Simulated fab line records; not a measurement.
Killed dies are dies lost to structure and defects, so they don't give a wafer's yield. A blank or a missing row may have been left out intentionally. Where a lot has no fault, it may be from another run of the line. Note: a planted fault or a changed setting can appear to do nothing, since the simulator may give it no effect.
Chamber matching :: flow nand_harc :: pecvd-01 running NHARC_A_SLIT_DEP_23: 3 sister chambers
The step deposits SiON, target thk 100 nm. 6 wafers are shown with their chamber, then 10 later ones without.

## WAFERS, EACH WITH ITS CHAMBER
wafer: L081.5
chamber: 2
heater_power_w (W): 929

wafer: L084.4
chamber: 2
heater_power_w (W): 797

wafer: L085.4
chamber: 0
heater_power_w (W): 739

wafer: L085.6
chamber: 1
heater_power_w (W): 751

wafer: L088.3
chamber: 1
heater_power_w (W): 752

wafer: L088.4
chamber: 0
heater_power_w (W): 718

## WAFERS WITH NO CHAMBER GIVEN
wafer: L088.5
heater_power_w (W): 773

wafer: L088.1
heater_power_w (W): 883

wafer: L088.2
heater_power_w (W): 741

wafer: L088.6
heater_power_w (W): 891

wafer: L092.1
heater_power_w (W): 743

wafer: L092.4
heater_power_w (W): 920

wafer: L092.5
heater_power_w (W): 711

wafer: L095.2
heater_power_w (W): 736

wafer: L095.3
heater_power_w (W): 916

wafer: L095.6
heater_power_w (W): 930

## THE CHAMBER EACH PASSED THROUGH
wafer: L088.5
from the rows above: can't be placed: 1 or 0 or 2
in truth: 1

wafer: L088.1
from the rows above: 2
in truth: 2

wafer: L088.2
from the rows above: can't be placed: 1 or 0
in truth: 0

wafer: L088.6
from the rows above: 2
in truth: 2

wafer: L092.1
from the rows above: can't be placed: 1 or 0
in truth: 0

wafer: L092.4
from the rows above: 2
in truth: 2

wafer: L092.5
from the rows above: can't be placed: 0 or 1
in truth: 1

wafer: L095.2
from the rows above: can't be placed: 0 or 1
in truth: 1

wafer: L095.3
from the rows above: 2
in truth: 2

wafer: L095.6
from the rows above: 2
in truth: 2
Correctly placed: 5 of 10. These rows do not allow placing 5 (true chamber among the candidates in 5). Wrongly placed: 0.
How it was worked out, from the rows above alone: a wafer's distance from a chamber is the root of the sum, over the readings, of the square of ((its reading less the chamber's mean) divided by the reading's scatter). The wafer belongs to the nearest chamber; if the next one is less than 2 further off, it can't be placed. A chamber's mean is the mean of its shown wafers. The scatter: the root of (the sum of the squares of (reading less its chamber's mean) over the shown wafers, divided by (wafers less chambers)).
